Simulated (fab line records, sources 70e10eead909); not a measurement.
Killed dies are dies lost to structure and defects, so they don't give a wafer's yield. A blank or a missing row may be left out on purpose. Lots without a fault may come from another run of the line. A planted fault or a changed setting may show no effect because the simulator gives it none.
fab line records | flow nand_harc | part 2 of 2: steps 29 to 42 of 42
record lots=5 wafers=15 last_day=32
route steps=1302 shown P_STI@84 P_GATE@110
lots that met no fault: from a run of the same line without faults
start_h: hours from the record's first day to the start of the lot's first wafer shown | wait_h: hours since the lot's step before | " the same as in the row above | L1.1+2: a row that stands for several wafers | - no value, or no start given | * or withheld: withheld | < > ~ a bound
route shown NAME@n: a module of which the file shows steps, and the number in the route of the first | usual: mean/standard deviation of fault-free wafers | same: alike in all rows | chamber/n: place in a boat | sites: the reading at each site | _std_site: their standard deviation | _edge_site: outer sites' mean less inner sites' | radius_mm: how far each site lies from the wafer's centre | mask NAME#n: copy n | behind: the tool/chamber that last shaped the wafer | hold: why the lot was held/for how many hours/how that ended | device: the transistor (n, p or np) that didn't switch | end of line: the same wafers' tests at the end of the route | a step without rows: its recipe alone | killed: dies lost to structure and defects at the first sort, not the wafer's yield | map: a wafer's dies, x killed, . not, _ none there
set.NAME: the setting as run; set.NAME@STEP: as run at that earlier step | model.NAME: the simulator's own value behind a step, which no gauge read
lots at some steps of the route; a table a step, a row a wafer
services: from which hour (start_h, from the record's first day; less than 0 if before it) a tool's chamber was out of use, for how many hours, and why
## steps
# step NHARC_P_GATE_OXIDE_02
# recipe target_thk_a=375 temp_c=950 p_h2o_torr=720 ox_time_s=365 material=SiO2
# columns lot.wafer tool chamber start_h wait_h
L074.1+2+5 furnace-07 0 81.88 -
L078.2+5+6 furnace-07 0 111.92 -
L088.3+5+6 furnace-07 0 223.87 -
L093.1+2+3 furnace-07 0 268.23 -
L095.2+3+5 furnace-07 0 283.34 -
# step NHARC_P_GATE_DEHYDRATE_03
# recipe temp_c=150 time_s=120
# same time_s=120
# columns lot.wafer tool chamber start_h wait_h
L074.1+2+5 litho_track-02 0 86.48 0.4
L078.2+5+6 litho_track-03 0 116.53 0.4
L088.3+5+6 litho_track-05 0 228.40 0.4
L093.1+2+3 litho_track-03 0 272.87 0.4
L095.2+3+5 litho_track-05 0 287.93 0.4
# step NHARC_P_GATE_HMDS_04
# recipe time_s=30
# same time_s=30
# columns lot.wafer tool chamber start_h wait_h
L074.1+2+5 litho_track-02 0 - -
L078.2+5+6 litho_track-03 0 - -
L088.3+5+6 litho_track-05 0 - -
L093.1+2+3 litho_track-03 0 - -
L095.2+3+5 litho_track-05 0 - -
# step NHARC_P_GATE_COAT_05
# recipe spin_rpm=4690
# usual spin_speed_rpm=4690/3.4
# columns lot.wafer tool chamber start_h wait_h spin_speed_rpm
L074.1 litho_track-02 0 - - 4693
L074.2 " 0 " " 4687
L074.5 " 0 " " 4691
L078.2 litho_track-03 0 - - 4689
L078.5 " 0 " " 4692
L078.6 " 0 " " 4688
L088.3 litho_track-05 0 - - 4694
L088.5 " 0 " " 4693
L088.6 " 0 " " 4692
L093.1 litho_track-03 0 - - 4688
L093.2 " 0 " " 4690
L093.3 " 0 " " 4693
L095.2 litho_track-05 0 - - 4694
L095.3 " 0 " " 4690
L095.5 " 0 " " 4687
# step NHARC_P_GATE_SOFTBAKE_06
# recipe temp_c=122 time_s=95
# same time_s=95
# columns lot.wafer tool chamber start_h wait_h
L074.1+2+5 litho_track-02 0 - -
L078.2+5+6 litho_track-03 0 - -
L088.3+5+6 litho_track-05 0 - -
L093.1+2+3 litho_track-03 0 - -
L095.2+3+5 litho_track-05 0 - -
# step NHARC_P_GATE_EBR_07
# columns lot.wafer tool chamber start_h wait_h
L074.1+2+5 litho_track-02 0 - -
L078.2+5+6 litho_track-03 0 - -
L088.3+5+6 litho_track-05 0 - -
L093.1+2+3 litho_track-03 0 - -
L095.2+3+5 litho_track-05 0 - -
# step NHARC_P_GATE_EXPOSE_08
# recipe na=0.6 dose_mj=16.75 mask_id=P_HV
# usual focus_offset_nm=0.0/0.54 reticle_temp_C=23.01/0.097
# columns lot.wafer tool chamber start_h wait_h mask focus_offset_nm reticle_temp_C
L074.1 krf_scanner-03 0 86.75 - P_HV#0 0.8 22.90
L074.2 " 0 " " P_HV#0 0.2 22.99
L074.5 " 0 " " P_HV#0 0.0 22.90
L078.2 krf_scanner-01 0 116.80 - P_HV#0 0.9 23.04
L078.5 " 0 " " P_HV#0 0.7 23.01
L078.6 " 0 " " P_HV#0 1.0 22.95
L088.3 krf_scanner-03 0 228.68 - P_HV#0 -0.1 22.85
L088.5 " 0 " " P_HV#0 -0.6 22.87
L088.6 " 0 " " P_HV#0 -0.3 22.91
L093.1 krf_scanner-01 0 273.14 - P_HV#0 -0.4 23.04
L093.2 " 0 " " P_HV#0 0.0 23.10
L093.3 " 0 " " P_HV#0 0.9 23.01
L095.2 krf_scanner-02 0 288.21 - P_HV#0 0.1 22.88
L095.3 " 0 " " P_HV#0 0.6 23.01
L095.5 " 0 " " P_HV#0 -0.2 23.02
# step NHARC_P_GATE_PEB_09
# recipe peb_temp_c=118 peb_time_s=85
# columns lot.wafer tool chamber start_h wait_h
L074.1+2+5 litho_track-05 0 86.81 0.1
L078.2+5+6 litho_track-05 0 116.86 0.1
L088.3+5+6 litho_track-03 0 228.74 0.1
L093.1+2+3 litho_track-03 0 273.21 0.1
L095.2+3+5 litho_track-03 0 288.27 0.1
# step NHARC_P_GATE_DEVELOP_10
# recipe time_s=70
# same time_s=70
# columns lot.wafer tool chamber start_h wait_h
L074.1+2+5 litho_track-05 0 - -
L078.2+5+6 litho_track-05 0 - -
L088.3+5+6 litho_track-03 0 - -
L093.1+2+3 litho_track-03 0 - -
L095.2+3+5 litho_track-03 0 - -
# step NHARC_P_GATE_CD_MEAS_11
# recipe target_cd_nm=1640 landing_energy_ev=500
# usual cd_nm=1638.4/1.6
# columns lot.wafer tool chamber start_h wait_h cd_nm
L074.1 cd_sem-01 0 86.90 - 1636.5
L074.2 " 0 " " 1636.8
L074.5 " 0 " " 1638.7
L078.2 cd_sem-02 0 116.95 - 1637.7
L078.5 " 0 " " 1639.4
L078.6 " 0 " " 1639.4
L088.3 cd_sem-03 0 228.83 - 1637.3
L088.5 " 0 " " 1638.5
L088.6 " 0 " " 1640.2
L093.1 cd_sem-03 0 273.30 - 1639.7
L093.2 " 0 " " 1638.9
L093.3 " 0 " " 1639.0
L095.2 cd_sem-01 0 288.36 - 1638.6
L095.3 " 0 " " 1638.8
L095.5 " 0 " " 1638.0
# step NHARC_P_GATE_HARDBAKE_12
# recipe temp_c=125 time_s=80
# same time_s=80
# columns lot.wafer tool chamber start_h wait_h
L074.1+2+5 litho_track-03 0 86.98 -
L078.2+5+6 litho_track-02 0 117.03 -
L088.3+5+6 litho_track-03 0 228.91 -
L093.1+2+3 litho_track-03 0 273.38 -
L095.2+3+5 litho_track-02 0 288.44 -
# step NHARC_P_GATE_DESCUM_13
# recipe time_s=3 o2_flow_sccm=200 ar_flow_sccm=0 bias_power_w=0 chemistry=O2
# usual drypump_motor_current_A=5.8/0.45 oes_product_au=1.003/0.0089 rf_vpp_V=57.9/0.86 showerhead_plenum_p_Torr=1.94/0.069 throttle_valve_pct=11.312/0.0097
# same time_s=3
# columns lot.wafer tool chamber start_h wait_h drypump_motor_current_A oes_product_au rf_hours_counter_h rf_vpp_V showerhead_plenum_p_Torr throttle_valve_pct
L074.2 rie_diel-09 2 87.06 - 5.8 1.000 5.4 57.4 1.89 11.314
L074.1 " 3 " " 6.0 1.017 5.2 58.8 2.01 11.313
L074.5 " 2 " " 5.8 1.011 - 57.5 1.89 11.309
L078.2 rie_diel-09 2 117.13 - 5.8 1.005 7.3 59.1 1.89 11.330
L078.6 " 0 " " 5.7 1.012 - 59.5 2.03 11.321
L078.5 " 1 " " 6.7 1.001 - 57.5 1.87 11.310
L088.3 rie_diel-10 0 229.00 - 5.8 1.008 11.8 57.3 1.87 11.327
L088.5 " 3 " " 5.1 1.000 - 57.9 1.94 11.322
L088.6 " 0 " " 5.8 1.008 - 57.7 1.87 11.313
L093.2 rie_diel-04 3 273.46 - 5.4 0.997 5.0 58.2 1.92 11.303
L093.3 " 1 " " 6.0 0.993 5.0 58.2 2.06 11.321
L093.1 " 2 " " 5.8 0.998 4.5 57.5 1.84 11.313
L095.3 rie_diel-10 1 288.53 - 5.9 1.017 1.6 57.0 1.90 11.325
L095.2 " 2 " " 4.9 1.007 2.4 57.8 2.03 11.322
L095.5 " 1 " " 5.9 1.002 - 56.4 1.90 11.306
# step NHARC_P_GATE_ETCH_14
# recipe target_depth_a=488 chemistry=dHF material=SiO2
# columns lot.wafer tool chamber start_h wait_h
L074.2+1+5 wet_bench-07 6,1,2 87.21 0.1
L078.5+2+6 wet_bench-01 6,7,1 117.25 0.1
L088.5+3+6 wet_bench-01 7,0,3 229.13 0.1
L093.2+3+1 wet_bench-02 7,1,4 273.60 0.1
L095.2+3+5 wet_bench-07 6,7,1 288.68 0.1
# step NHARC_P_GATE_STRIP_15
# recipe time_s=780 temp_c=130 chemistry=SPM
# usual temp_c=130.01/0.14
# same time_s=780
# columns lot.wafer tool chamber start_h wait_h temp_c
L074.2 wet_bench-07 6 87.25 0.0 130.16
L074.1 " 1 " " 129.92
L074.5 " 2 " " 130.14
L078.5 wet_bench-01 6 117.29 0.0 129.91
L078.2 " 7 " " 130.03
L078.6 " 1 " " 130.08
L088.5 wet_bench-01 7 229.18 0.0 130.12
L088.3 " 0 " " 130.22
L088.6 " 3 " " 129.97
L093.2 wet_bench-02 7 273.63 0.0 129.99
L093.3 " 1 " " 130.06
L093.1 " 4 " " 130.40
L095.2 wet_bench-07 6 288.76 0.1 130.03
L095.3 " 7 " " 129.94
L095.5 " 1 " " 130.01
## services
# columns tool chamber start_h hours kind
furnace-04 - 28.49 26.0 pm
rie_diel-12 3 33.22 1.3 repair
rie_diel-12 0 33.61 5.7 repair
wet_bench-03 - 34.48 8.0 pm
wet_bench-05 - 51.13 6.4 repair
litho_track-02 - 52.00 7.0 pm
wet_bench-02 - 68.00 8.0 pm
wet_bench-05 - 84.80 8.0 pm
rie_diel-12 - 91.40 9.0 pm
litho_track-03 - 100.00 7.0 pm
rie_diel-12 2 110.85 8.3 repair
litho_track-05 - 124.00 7.0 pm
rie_diel-12 1 127.38 14.8 repair
wet_bench-07 - 162.50 8.0 pm
wet_bench-06 - 193.62 8.0 pm
wet_bench-03 - 210.48 8.0 pm
litho_track-02 - 227.00 7.0 pm
rie_diel-12 0 233.15 14.6 repair
wet_bench-07 - 239.67 0.8 repair
wet_bench-02 - 244.00 8.0 pm
wet_bench-05 - 260.80 8.0 pm
rie_diel-12 - 268.40 9.0 pm
litho_track-03 - 275.00 7.0 pm
rie_diel-12 1 280.85 24.9 repair
